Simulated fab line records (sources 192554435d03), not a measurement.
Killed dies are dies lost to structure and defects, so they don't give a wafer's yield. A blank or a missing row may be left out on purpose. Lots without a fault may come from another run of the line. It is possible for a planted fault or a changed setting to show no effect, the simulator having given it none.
fab line records	flow n5_finfet	part 1 of 2: steps 1 to 3 of 6
record lots=20	wafers=60	last_day=18
route steps=1938 shown BEOL_M8@1348 BEOL_M9@1401
lots with no fault: from the same line, run without faults
start_h: hours from the record's opening day to when the first of the lot's shown wafers began	wait_h: hours elapsed since this lot's preceding step	" the same as in the row above	L1.1+2: one row covering several wafers at once	- no value, or no start given	* or withheld: withheld	< > ~ a bound
route shown NAME@n: a module of which the file shows steps, and the number in the route of the first	usual: average and standard deviation across the fault-free wafers	same: alike in all rows	chamber/n: place in a boat	sites: per-site readings	_std_site: how widely they spread, as a standard deviation	_edge_site: the outer-site mean with the inner-site mean subtracted	radius_mm: for every site, how far away it sits from the centre of the wafer	mask NAME#n: copy n	behind: the most recent tool/chamber to have shaped the wafer	hold: why the lot went on hold/how many hours it stayed there/how the hold came to an end	device: which transistor (n, p or np) failed to switch	end of line: tests run on the same wafers once the route is complete	a step given without rows: its recipe and nothing more	killed: dies that structure and defects cost at the first sort, which is not the same as the wafer's yield	map: dies across one wafer; x = killed, . = not, _ = none there
set.NAME: the setting the step ran with; set.NAME@STEP: the setting that earlier step ran with	model.NAME: the simulator's own value behind a step, which no gauge read
one table for each step of the route and one row for each wafer, over a sample of lots
services: when a tool's chamber went out of use (start_h, in hours from the record's first day, below 0 if earlier), for how many hours, and the reason
## steps
# step N5_BEOL_M8_DESCUM_16
# recipe chemistry=O2	time_s=7.9	source_power_w=50	bias_power_w=20	pressure_mtorr=20	rf_frequency_hz=2.712e+07	temp_c=40	resist=CAR-ArF	o2_flow_sccm=225
# usual drypump_motor_current_A=5.8/0.58	oes_product_au=0.75/0.083	rf_vpp_V=242.7/1.4	showerhead_plenum_p_Torr=2.07/0.065	throttle_valve_pct=20.48/0.29
lot.wafer	tool	chamber	start_h	wait_h	drypump_motor_current_A	oes_product_au	rf_hours_counter_h	rf_vpp_V	showerhead_plenum_p_Torr	throttle_valve_pct
L074.1	rie_diel-05	1	204.56	0.0	6.7	0.76	122	244.1	2.11	20.09
L074.4	"	3	"	"	5.5	0.84	57	242.8	2.04	20.32
L074.6	"	3	"	"	5.5	0.85	-	243.5	2.04	20.34
L075.3	rie_diel-05	0	213.99	0.2	6.4	0.81	108	243.5	2.09	20.30
L075.4	"	3	"	"	5.4	0.85	60	242.5	2.04	20.33
L075.5	"	0	"	"	6.4	0.81	-	243.4	2.09	20.31
L076.3	rie_diel-05	2	214.47	0.2	6.2	0.70	209	243.0	2.07	20.76
L076.4	"	1	"	"	6.7	0.75	125	243.7	2.11	20.08
L076.6	"	2	"	"	6.3	0.70	-	243.2	2.07	20.77
L077.3	rie_diel-06	1	219.95	0.0	5.5	0.69	203	241.0	1.99	20.94
L077.4	"	3	"	"	5.0	0.72	191	242.8	2.01	20.11
L077.6	"	1	"	"	5.4	0.69	-	240.5	1.99	20.93
L078.2	rie_diel-05	0	229.02	0.0	6.5	0.79	112	243.4	2.09	20.32
L078.4	"	1	"	"	6.7	0.75	130	244.4	2.11	20.11
L078.6	"	3	"	"	5.5	0.82	-	242.7	2.04	20.33
L079.1	rie_diel-06	2	238.47	0.1	4.9	0.67	229	244.7	2.14	20.89
L079.2	"	0	"	"	5.8	0.68	234	241.4	1.96	20.62
L079.4	"	1	"	"	5.5	0.69	208	242.2	1.99	20.94
L081.2	rie_diel-02	0	250.54	0.1	5.7	0.77	173	243.8	2.08	20.52
L081.4	"	3	"	"	5.7	0.69	228	242.8	2.09	20.80
L081.6	"	3	"	"	5.7	0.70	-	243.0	2.09	20.80
L080.1	rie_diel-05	3	270.86	0.1	5.4	0.82	76	242.3	2.03	20.36
L080.3	"	2	"	"	6.3	0.69	224	244.0	2.07	20.78
L080.6	"	3	"	"	5.4	0.82	-	242.2	2.03	20.36
L085.2	rie_diel-06	1	287.97	0.0	5.5	0.68	225	242.8	1.98	20.97
L085.4	"	3	"	"	5.0	0.71	-	240.2	2.00	20.14
L085.5	"	2	"	"	4.9	0.66	-	244.3	2.14	20.89
L087.3	rie_diel-06	1	295.69	0.0	5.5	0.68	228	240.8	1.98	20.95
L087.4	"	2	"	"	4.9	0.65	-	244.4	2.14	20.89
L087.6	"	1	"	"	5.5	0.68	-	241.1	1.98	20.97
L086.1	rie_diel-05	3	295.99	0.1	5.5	0.82	85	240.0	2.03	20.38
L086.3	"	1	"	"	6.7	0.73	153	242.7	2.10	20.15
L086.5	"	2	"	"	6.3	0.69	-	243.2	2.07	20.83
L084.3	rie_diel-05	1	299.31	0.0	6.7	0.73	154	242.8	2.10	20.16
L084.5	"	1	"	"	6.7	0.74	-	243.5	2.10	20.14
L084.6	"	2	"	"	6.2	0.69	-	243.0	2.06	20.80
L089.4	rie_diel-05	1	317.63	0.1	6.7	0.74	160	242.7	2.10	20.13
L089.5	"	2	"	"	6.3	0.68	-	243.9	2.06	20.82
L089.6	"	1	"	"	6.7	0.74	-	243.4	2.10	20.14
L088.2	rie_diel-05	2	323.13	0.0	6.2	0.67	243	243.5	2.06	20.83
L088.5	"	3	"	"	5.4	0.80	-	242.2	2.03	20.38
L088.6	"	0	"	"	6.4	0.77	-	242.5	2.08	20.36
L094.1	rie_diel-06	3	330.75	0.2	5.0	0.69	227	239.6	2.00	20.15
L094.4	"	3	"	"	5.0	0.68	-	242.0	2.00	20.18
L094.6	"	1	"	"	5.5	0.67	-	242.7	1.98	20.99
L090.1	rie_diel-06	1	337.61	0.4	5.5	0.67	243	241.0	1.98	21.00
L090.3	"	0	"	"	5.8	0.92	12	245.6	2.21	20.37
L090.5	"	1	"	"	5.5	0.67	-	239.4	1.98	20.99
L093.2	rie_diel-05	0	347.77	0.1	6.4	0.76	154	243.4	2.08	20.39
L093.5	"	1	"	"	6.6	0.72	-	243.2	2.09	20.14
L093.6	"	0	"	"	6.4	0.77	-	243.2	2.08	20.36
L092.3	rie_diel-06	2	349.18	0.0	4.9	0.95	5	245.1	2.13	20.40
L092.5	"	3	"	"	5.0	0.68	-	242.3	1.99	20.16
L092.6	"	2	"	"	4.9	0.95	-	243.9	2.13	20.39
L095.1	rie_diel-02	0	352.30	0.2	5.7	0.74	205	241.1	2.07	20.57
L095.3	"	3	"	"	5.7	0.95	8	243.8	2.08	20.39
L095.4	"	1	"	"	6.7	0.76	142	244.5	2.18	20.16
L097.1	rie_diel-02	3	360.48	0.0	5.7	0.94	10	242.1	2.07	20.38
L097.5	"	1	"	"	6.7	0.76	-	244.3	2.18	20.14
L097.6	"	0	"	"	5.7	0.74	-	242.1	2.07	20.58
# step N5_BEOL_M8_ETCH_61
# recipe chemistry=CF4	target=SiARC	target_depth_a=455	mask_material=CAR-ArF	time_s=75.8	ion_energy_ev=80	pressure_mtorr=40	source_w=545	bias_w=36	Ar_flow_sccm=100	cf4_flow_sccm=100	ends=cleared
# usual cf4_flow_sccm=100.0/0.31	drypump_motor_current_A=5.8/0.58	etch_rf_on_time_s=77.0/2.1	oes_product_au=0.64/0.07	rf_vpp_V=183.8/1.1	showerhead_plenum_p_Torr=2.12/0.068	throttle_valve_pct=15.68/0.28
lot.wafer	tool	chamber	start_h	wait_h	cf4_flow_sccm	drypump_motor_current_A	etch_rf_on_time_s	oes_product_au	rf_hours_counter_h	rf_vpp_V	showerhead_plenum_p_Torr	throttle_valve_pct
L074.1	rie_diel-05	1	204.60	0.0	99.6	6.7	80.0	0.64	122	184.0	2.15	15.27
L074.4	"	3	"	"	99.8	5.5	78.3	0.70	57	183.1	2.09	15.42
L074.6	"	3	"	"	100.2	5.5	77.8	0.71	-	182.4	2.09	15.40
L075.3	rie_diel-05	0	214.02	0.0	100.0	6.4	73.2	0.70	108	184.9	2.17	15.64
L075.4	"	3	"	"	100.0	5.5	77.8	0.71	60	183.8	2.09	15.41
L075.5	"	0	"	"	100.0	6.4	73.0	0.69	-	184.3	2.17	15.65
L076.3	rie_diel-05	2	214.51	0.0	99.8	6.3	77.5	0.61	209	184.9	2.13	15.98
L076.4	"	1	"	"	100.4	6.7	80.0	0.63	125	185.7	2.15	15.29
L076.6	"	2	"	"	99.4	6.2	77.8	0.60	-	183.6	2.13	15.98
L077.3	rie_diel-06	1	219.99	0.0	100.4	5.5	76.8	0.59	203	182.5	2.04	16.02
L077.4	"	3	"	"	100.0	5.0	77.6	0.61	191	184.0	2.05	15.34
L077.6	"	1	"	"	100.6	5.5	77.3	0.60	-	182.7	2.04	16.03
L078.2	rie_diel-05	0	229.05	0.0	100.2	6.4	73.3	0.70	113	184.1	2.16	15.65
L078.4	"	1	"	"	100.1	6.7	79.1	0.63	130	184.4	2.15	15.30
L078.6	"	3	"	"	99.8	5.4	78.5	0.70	-	183.2	2.08	15.42
L079.1	rie_diel-06	2	238.50	0.0	99.7	4.9	80.5	0.56	229	184.8	2.20	16.09
L079.2	"	0	"	"	100.0	5.8	77.3	0.58	234	182.7	2.02	15.93
L079.4	"	1	"	"	99.9	5.5	76.8	0.58	208	183.5	2.04	16.07
L081.2	rie_diel-02	0	250.58	0.0	99.6	5.7	74.3	0.66	173	185.0	2.13	15.72
L081.4	"	3	"	"	99.7	5.7	74.7	0.59	229	184.0	2.12	15.85
L081.6	"	3	"	"	100.2	5.8	74.5	0.60	-	183.2	2.12	15.87
L080.1	rie_diel-05	3	270.89	0.0	99.7	5.4	76.8	0.69	76	184.8	2.08	15.45
L080.3	"	2	"	"	100.2	6.2	77.2	0.60	224	182.8	2.13	16.01
L080.6	"	3	"	"	100.2	5.4	77.1	0.70	-	182.7	2.08	15.46
L085.2	rie_diel-06	1	288.00	0.0	100.5	5.4	77.4	0.58	225	183.1	2.03	16.07
L085.4	"	3	"	"	100.1	5.0	77.6	0.60	-	181.5	2.04	15.37
L085.5	"	2	"	"	99.7	4.9	80.5	0.56	-	186.6	2.20	16.11
L087.3	rie_diel-06	1	295.72	0.0	100.0	5.5	77.7	0.57	228	183.0	2.03	16.08
L087.4	"	2	"	"	100.0	4.9	80.5	0.55	-	184.1	2.19	16.12
L087.6	"	1	"	"	99.7	5.5	77.9	0.58	-	182.0	2.03	16.08
L086.1	rie_diel-05	3	296.02	0.0	100.8	5.5	78.7	0.68	85	184.4	2.08	15.46
L086.3	"	1	"	"	99.9	6.6	79.1	0.62	153	184.5	2.14	15.34
L086.5	"	2	"	"	100.0	6.2	77.9	0.59	-	184.1	2.13	16.03
L084.3	rie_diel-05	1	299.34	0.0	99.8	6.6	79.4	0.62	154	184.2	2.14	15.34
L084.5	"	1	"	"	100.1	6.6	79.1	0.62	-	183.2	2.14	15.34
L084.6	"	2	"	"	99.7	6.3	78.0	0.58	-	183.9	2.13	16.02
L089.4	rie_diel-05	1	317.67	0.0	99.8	6.7	78.4	0.61	160	185.0	2.14	15.35
L089.5	"	2	"	"	100.4	6.3	78.4	0.58	-	185.6	2.12	16.07
L089.6	"	1	"	"	100.5	6.7	78.1	0.62	-	183.8	2.14	15.36
L088.2	rie_diel-05	2	323.17	0.0	99.6	6.2	78.9	0.58	243	184.5	2.12	16.06
L088.5	"	3	"	"	100.2	5.4	78.2	0.68	-	183.8	2.07	15.50
L088.6	"	0	"	"	100.2	6.4	73.1	0.68	-	184.4	2.15	15.70
L094.1	rie_diel-06	3	330.78	0.0	100.6	5.0	77.6	0.58	227	183.1	2.04	15.41
L094.4	"	3	"	"	100.7	5.0	77.7	0.58	-	183.3	2.04	15.40
L094.6	"	1	"	"	99.8	5.5	77.5	0.57	-	182.1	2.03	16.11
L090.1	rie_diel-06	1	337.64	0.0	100.4	5.5	77.4	0.57	243	183.0	2.03	16.10
L090.3	"	0	"	"	100.5	5.8	75.0	0.78	12	185.5	2.26	15.51
L090.5	"	1	"	"	99.4	5.5	77.6	0.57	-	181.8	2.03	16.11
L093.2	rie_diel-05	0	347.80	0.0	99.8	6.4	73.2	0.67	154	183.8	2.15	15.73
L093.5	"	1	"	"	100.0	6.7	78.4	0.62	-	184.5	2.14	15.39
L093.6	"	0	"	"	100.2	6.4	73.0	0.67	-	182.8	2.15	15.74
L092.3	rie_diel-06	2	349.22	0.0	100.3	4.9	77.8	0.79	5	184.1	2.19	15.59
L092.5	"	3	"	"	100.0	5.0	76.0	0.58	-	184.3	2.04	15.42
L092.6	"	2	"	"	99.9	4.9	77.5	0.81	-	186.1	2.19	15.60
L095.1	rie_diel-02	0	352.34	0.0	99.9	5.7	77.3	0.62	205	183.8	2.12	15.78
L095.3	"	3	"	"	100.4	5.7	71.4	0.82	8	183.3	2.11	15.43
L095.4	"	1	"	"	100.3	6.7	76.1	0.65	142	185.6	2.24	15.46
L097.1	rie_diel-02	3	360.52	0.0	99.7	5.7	71.1	0.82	10	183.6	2.11	15.42
L097.5	"	1	"	"	99.6	6.7	74.8	0.65	-	184.5	2.24	15.49
L097.6	"	0	"	"	99.5	5.7	75.7	0.63	-	184.6	2.12	15.80
# step N5_BEOL_M8_STRIP_67
# recipe chemistry=CF4	resist=SiARC	power_w=300	bias_power_w=75	pressure_mtorr=50	cf4_flow_sccm=150	rf_frequency_hz=6e+07
# usual cf4_flow_sccm=150.0/0.47	drypump_motor_current_A=5.8/0.58	oes_product_au=0.76/0.077	rf_vpp_V=270.7/1.6	showerhead_plenum_p_Torr=1.77/0.055	throttle_valve_pct=13.65/0.29
lot.wafer	tool	chamber	start_h	wait_h	cf4_flow_sccm	drypump_motor_current_A	oes_product_au	rf_hours_counter_h	rf_vpp_V	showerhead_plenum_p_Torr	throttle_valve_pct
L074.1	rie_diel-05	1	204.80	0.0	149.7	6.7	0.78	122	269.6	1.79	13.22
L074.4	"	3	"	"	149.6	5.4	0.85	57	269.2	1.74	13.32
L074.6	"	3	"	"	150.4	5.5	0.86	-	272.4	1.74	13.35
L075.3	rie_diel-05	0	214.23	0.0	149.5	6.4	0.80	108	273.4	1.81	13.60
L075.4	"	3	"	"	149.3	5.5	0.84	60	268.6	1.74	13.32
L075.5	"	0	"	"	149.0	6.4	0.80	-	271.6	1.81	13.58
L076.3	rie_diel-05	2	214.71	0.0	149.4	6.2	0.71	209	272.7	1.78	13.92
L076.4	"	1	"	"	149.3	6.7	0.77	125	270.1	1.79	13.20
L076.6	"	2	"	"	149.8	6.2	0.71	-	272.8	1.78	13.95
L077.3	rie_diel-06	1	220.19	0.0	150.0	5.5	0.71	203	269.0	1.71	14.01
L077.4	"	3	"	"	150.0	5.0	0.72	191	269.3	1.72	13.36
L077.6	"	1	"	"	150.1	5.5	0.70	-	269.4	1.71	13.99
L078.2	rie_diel-05	0	229.25	0.0	150.0	6.4	0.79	113	271.9	1.81	13.57
L078.4	"	1	"	"	149.7	6.7	0.76	130	271.4	1.79	13.23
L078.6	"	3	"	"	149.9	5.4	0.84	-	271.4	1.74	13.32
L079.1	rie_diel-06	2	238.70	0.0	150.8	4.9	0.68	229	273.2	1.84	14.07
L079.2	"	0	"	"	149.4	5.8	0.70	235	269.5	1.69	13.92
L079.4	"	1	"	"	150.5	5.5	0.70	208	268.7	1.71	14.02
L081.2	rie_diel-02	0	250.78	0.0	149.8	5.7	0.75	173	271.6	1.78	13.67
L081.4	"	3	"	"	150.6	5.7	0.70	229	270.8	1.77	13.81
L081.6	"	3	"	"	150.6	5.7	0.71	-	271.1	1.77	13.84
L080.1	rie_diel-05	3	271.09	0.0	150.4	5.4	0.82	76	268.4	1.73	13.38
L080.3	"	2	"	"	149.7	6.2	0.70	224	271.2	1.78	13.98
L080.6	"	3	"	"	150.5	5.5	0.82	-	270.4	1.73	13.38
L085.2	rie_diel-06	1	288.21	0.0	149.7	5.5	0.69	225	268.7	1.70	14.08
L085.4	"	3	"	"	149.3	5.0	0.71	-	268.4	1.71	13.43
L085.5	"	2	"	"	149.5	4.9	0.67	-	272.3	1.83	14.09
L087.3	rie_diel-06	1	295.92	0.0	149.5	5.5	0.68	228	267.7	1.70	14.04
L087.4	"	2	"	"	150.7	4.9	0.67	-	270.5	1.83	14.10
L087.6	"	1	"	"	149.8	5.5	0.69	-	268.6	1.70	14.07
L086.1	rie_diel-05	3	296.22	0.0	149.7	5.4	0.81	85	270.9	1.73	13.40
L086.3	"	1	"	"	150.1	6.6	0.74	153	270.5	1.78	13.30
L086.5	"	2	"	"	150.2	6.2	0.70	-	272.4	1.78	13.99
L084.3	rie_diel-05	1	299.54	0.0	149.5	6.6	0.74	154	271.8	1.78	13.30
L084.5	"	1	"	"	149.4	6.7	0.75	-	272.6	1.78	13.31
L084.6	"	2	"	"	150.7	6.2	0.70	-	272.0	1.78	13.99
L089.4	rie_diel-05	1	317.87	0.0	149.1	6.7	0.74	160	272.5	1.78	13.32
L089.5	"	2	"	"	149.5	6.3	0.70	-	269.2	1.78	13.99
L089.6	"	1	"	"	149.0	6.7	0.74	-	271.2	1.78	13.32
L088.2	rie_diel-05	2	323.37	0.0	151.2	6.2	0.69	243	270.9	1.77	14.01
L088.5	"	3	"	"	150.4	5.4	0.81	-	269.6	1.73	13.44
L088.6	"	0	"	"	150.5	6.4	0.77	-	271.8	1.80	13.65
L094.1	rie_diel-06	3	330.98	0.0	150.1	5.0	0.69	227	271.1	1.71	13.44
L094.4	"	3	"	"	150.4	5.0	0.70	-	267.2	1.71	13.45
L094.6	"	1	"	"	149.9	5.5	0.67	-	270.2	1.70	14.09
L090.1	rie_diel-06	1	337.84	0.0	150.2	5.5	0.68	243	269.1	1.70	14.10
L090.3	"	0	"	"	150.4	5.7	0.91	12	273.7	1.89	13.42
L090.5	"	1	"	"	150.3	5.5	0.68	-	269.4	1.70	14.10
L093.2	rie_diel-05	0	348.00	0.0	150.4	6.4	0.76	154	271.1	1.80	13.69
L093.5	"	1	"	"	149.4	6.7	0.74	-	271.9	1.78	13.35
L093.6	"	0	"	"	149.8	6.4	0.76	-	271.9	1.80	13.66
L092.3	rie_diel-06	2	349.42	0.0	150.4	4.9	0.94	5	272.1	1.83	13.52
L092.5	"	3	"	"	149.9	5.0	0.69	-	268.5	1.71	13.46
L092.6	"	2	"	"	150.7	4.9	0.94	-	272.5	1.83	13.51
L095.1	rie_diel-02	0	352.54	0.0	150.7	5.7	0.74	205	269.9	1.77	13.75
L095.3	"	3	"	"	150.1	5.7	0.93	8	269.8	1.77	13.31
L095.4	"	1	"	"	149.5	6.7	0.77	142	273.6	1.87	13.46
L097.1	rie_diel-02	3	360.72	0.0	149.6	5.7	0.92	10	270.2	1.77	13.33
L097.5	"	1	"	"	149.6	6.7	0.75	-	272.1	1.87	13.47
L097.6	"	0	"	"	150.6	5.7	0.73	-	271.7	1.77	13.77
